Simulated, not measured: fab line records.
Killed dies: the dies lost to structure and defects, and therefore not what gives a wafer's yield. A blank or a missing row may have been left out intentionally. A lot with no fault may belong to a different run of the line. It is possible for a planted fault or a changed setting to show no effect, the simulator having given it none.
The tool behind it: which one? :: flow n5 finfet :: 12 lots, 36 wafers sampled, at 3 steps of a route of 1938

## WHAT EACH GAUGE READ, for each wafer
N5_BEOL_M0_RS_MEAS_126: measurement is done with a four-point probe.
lot: L075
measured: day 6 03:52
on: film metro-02
M0_RS (ohm/sq): 0.544 0.554 0.546

lot: L077
measured: day 6 18:59
on: film metro-01
M0_RS (ohm/sq): 0.558 0.539 0.544

lot: L079
measured: day 7 05:25
on: film metro-01
M0_RS (ohm/sq): 0.505 0.534 0.488

lot: L081
measured: day 7 17:01
on: film metro-02
M0_RS (ohm/sq): 0.522 0.495 0.522

lot: L083
measured: day 7 22:17
on: film metro-02
M0_RS (ohm/sq): 0.509 0.512 0.511

lot: L085
measured: day 8 15:19
on: film metro-01
M0_RS (ohm/sq): 0.547 0.538 0.530

lot: L087
measured: day 9 02:35
on: film metro-01
M0_RS (ohm/sq): 0.555 0.538 0.551

lot: L088
measured: day 9 18:32
on: film metro-01
M0_RS (ohm/sq): 0.551 0.560 0.534

lot: L089
measured: day 10 06:55
on: film metro-01
M0_RS (ohm/sq): 0.558 0.490 0.515

lot: L093
measured: day 10 18:04
on: film metro-02
M0_RS (ohm/sq): 0.591 0.545 0.550

lot: L095
measured: day 11 04:16
on: film metro-02
M0_RS (ohm/sq): 0.556 0.579 0.560

lot: L097
measured: day 11 21:28
on: film metro-02
M0_RS (ohm/sq): 0.547 0.554 0.556

## WHAT TOOL EACH LOT RAN ON (gives the tool, then ch and the chambers of the sampled wafers, and finally the start)
lot: L075
N5_BEOL_M0_ALD_136: ald metal-04 ch 0,2,3, day 6 01:37
N5_BEOL_M0_CO_CAP_123: cvd co-01 ch 0,1, day 6 03:40

lot: L077
N5_BEOL_M0_ALD_136: ald metal-02 ch 0,3, day 6 13:19
N5_BEOL_M0_CO_CAP_123: cvd co-01 ch 0,1, day 6 18:49

lot: L079
N5_BEOL_M0_ALD_136: ald metal-01 ch 0,2,3, day 7 01:36
N5_BEOL_M0_CO_CAP_123: cvd co-02 ch 0,2, day 7 05:12

lot: L081
N5_BEOL_M0_ALD_136: ald metal-02 ch 0,3, day 7 15:07
N5_BEOL_M0_CO_CAP_123: cvd co-01 ch 0,1, day 7 16:49

lot: L083
N5_BEOL_M0_ALD_136: ald metal-04 ch 0,1,3, day 7 20:19
N5_BEOL_M0_CO_CAP_123: cvd co-02 ch 0,1,2, day 7 22:06

lot: L085
N5_BEOL_M0_ALD_136: ald metal-04 ch 1,3, day 8 13:23
N5_BEOL_M0_CO_CAP_123: cvd co-02 ch 1,2, day 8 15:08

lot: L087
N5_BEOL_M0_ALD_136: ald metal-04 ch 0,1,2, day 9 00:32
N5_BEOL_M0_CO_CAP_123: cvd co-01 ch 1,2, day 9 02:22

lot: L088
N5_BEOL_M0_ALD_136: ald metal-01 ch 1,2,3, day 9 14:14
N5_BEOL_M0_CO_CAP_123: cvd co-01 ch 1,2, day 9 18:21

lot: L089
N5_BEOL_M0_ALD_136: ald metal-04 ch 0,1,2, day 10 02:45
N5_BEOL_M0_CO_CAP_123: cvd co-02 ch 1,2, day 10 06:44

lot: L093
N5_BEOL_M0_ALD_136: ald metal-04 ch 2,3, day 10 15:57
N5_BEOL_M0_CO_CAP_123: cvd co-02 ch 1,2, day 10 17:53

lot: L095
N5_BEOL_M0_ALD_136: ald metal-02 ch 1,2,3, day 11 01:21
N5_BEOL_M0_CO_CAP_123: cvd co-01 ch 0,1,2, day 11 04:03

lot: L097
N5_BEOL_M0_ALD_136: ald metal-02 ch 2,3, day 11 19:35
N5_BEOL_M0_CO_CAP_123: cvd co-02 ch 0,2, day 11 21:17
- N5_BEOL_M0_ALD_136: deposits TaN, pulse time 2 s, purge time 3 s, co reactant purge time 2 s.
- N5_BEOL_M0_CO_CAP_123: material Co, precursor CCTBA/H2, target thk 2 nm, time 102.1 s.

## THE ANSWER, worked out from the rows above alone
Rule: usual is defined by the lots themselves. The widest of any qualifying gaps counts: lots, ordered by their means at a reading, are off when they make up no more than a third of the lots, leave a main group of 4 or more, and stand apart from it by 3 or more times the standard deviation of that group's means. If all means in a main group match to the digits the tables above print for the reading, that group is not used. A lot without any number at a reading at which 4 lots or more have one is off too. All remaining lots with rows at the step are treated as sound.
Across all readings shown, no lot is off: no conclusion can be drawn from this.

## WHAT THE SIMULATOR HAD INSERTED
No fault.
